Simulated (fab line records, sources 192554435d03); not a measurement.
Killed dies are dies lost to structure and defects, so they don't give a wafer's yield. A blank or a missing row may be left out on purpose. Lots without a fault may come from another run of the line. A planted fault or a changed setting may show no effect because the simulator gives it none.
Chamber matching | flow n5_finfet | N5_BEOL_M7_STRIP_67 on rie_diel-04: 4 sister chambers
The step strips in CF4. 24 wafers are shown with their chamber, then 12 later ones without.

WAFERS WITH THEIR CHAMBER
wafer  | chamber | drypump_motor_current_A (A) | showerhead_plenum_p_Torr (Torr) | oes_product_au (a.u.)
L074.1 | 0       | 5.7                         | 1.77                            | 0.71
L074.5 | 3       | 5.2                         | 1.83                            | 0.84
L074.6 | 0       | 5.7                         | 1.77                            | 0.72
L078.1 | 1       | 6.4                         | 1.84                            | 0.91
L078.2 | 0       | 5.7                         | 1.77                            | 0.71
L078.4 | 3       | 5.2                         | 1.83                            | 0.84
L079.4 | 0       | 5.7                         | 1.77                            | 0.70
L079.5 | 2       | 5.9                         | 1.76                            | 0.86
L079.6 | 1       | 6.4                         | 1.84                            | 0.90
L082.4 | 0       | 5.7                         | 1.77                            | 0.71
L082.5 | 1       | 6.3                         | 1.84                            | 0.87
L082.6 | 0       | 5.7                         | 1.77                            | 0.70
L080.1 | 0       | 5.7                         | 1.77                            | 0.70
L080.5 | 3       | 5.2                         | 1.82                            | 0.82
L080.6 | 2       | 5.9                         | 1.75                            | 0.85
L087.1 | 1       | 6.3                         | 1.84                            | 0.86
L087.2 | 2       | 5.9                         | 1.75                            | 0.84
L087.3 | 3       | 5.2                         | 1.82                            | 0.82
L088.3 | 3       | 5.2                         | 1.82                            | 0.82
L088.4 | 0       | 5.7                         | 1.76                            | 0.70
L088.5 | 2       | 5.9                         | 1.75                            | 0.83
L090.1 | 0       | 5.7                         | 1.76                            | 0.70
L090.4 | 2       | 5.9                         | 1.75                            | 0.83
L090.5 | 2       | 5.9                         | 1.75                            | 0.83

SIGNATURES (means of the wafers above)
reading                  | chamber 0 | chamber 1 | chamber 2 | chamber 3 | scatter within a chamber
drypump_motor_current_A  | 5.700     | 6.350     | 5.900     | 5.200     | 0.0224
showerhead_plenum_p_Torr | 1.7678    | 1.8400    | 1.7517    | 1.8240    | 0.00424
oes_product_au           | 0.7056    | 0.8850    | 0.8400    | 0.8280    | 0.013
Rule: a wafer's distance from a chamber is the root of the sum, over the readings, of the square of ((its reading less the chamber's mean) divided by the reading's scatter). The wafer belongs to the nearest chamber; if the next one is less than 2 further off, it can't be placed. The scatter: the root of (the sum of the squares of (reading less its chamber's mean) over the shown wafers, divided by (wafers less chambers)).

WAFERS WITHOUT THEIR CHAMBER
wafer  | drypump_motor_current_A (A) | showerhead_plenum_p_Torr (Torr) | oes_product_au (a.u.)
L091.2 | 5.2                         | 1.82                            | 0.81
L091.3 | 6.3                         | 1.84                            | 0.86
L091.4 | 5.9                         | 1.75                            | 0.82
L092.2 | 5.7                         | 1.76                            | 0.70
L092.5 | 6.3                         | 1.83                            | 0.85
L092.6 | 5.7                         | 1.76                            | 0.69
L094.1 | 5.3                         | 1.82                            | 0.81
L094.4 | 5.7                         | 1.76                            | 0.69
L094.6 | 5.7                         | 1.76                            | 0.69
L097.3 | 5.9                         | 1.75                            | 0.83
L097.4 | 6.3                         | 1.83                            | 0.84
L097.6 | 5.9                         | 1.75                            | 0.82

WHICH CHAMBER EACH WENT THROUGH
wafer  | from the rows above | in truth
L091.2 | 3                   | 3
L091.3 | 1                   | 1
L091.4 | 2                   | 2
L092.2 | 0                   | 0
L092.5 | 1                   | 1
L092.6 | 0                   | 0
L094.1 | 3                   | 3
L094.4 | 0                   | 0
L094.6 | 0                   | 0
L097.3 | 2                   | 2
L097.4 | 1                   | 1
L097.6 | 2                   | 2
Placed correctly: 12 of 12. Can't be placed from these rows: 0. Placed wrongly: 0.
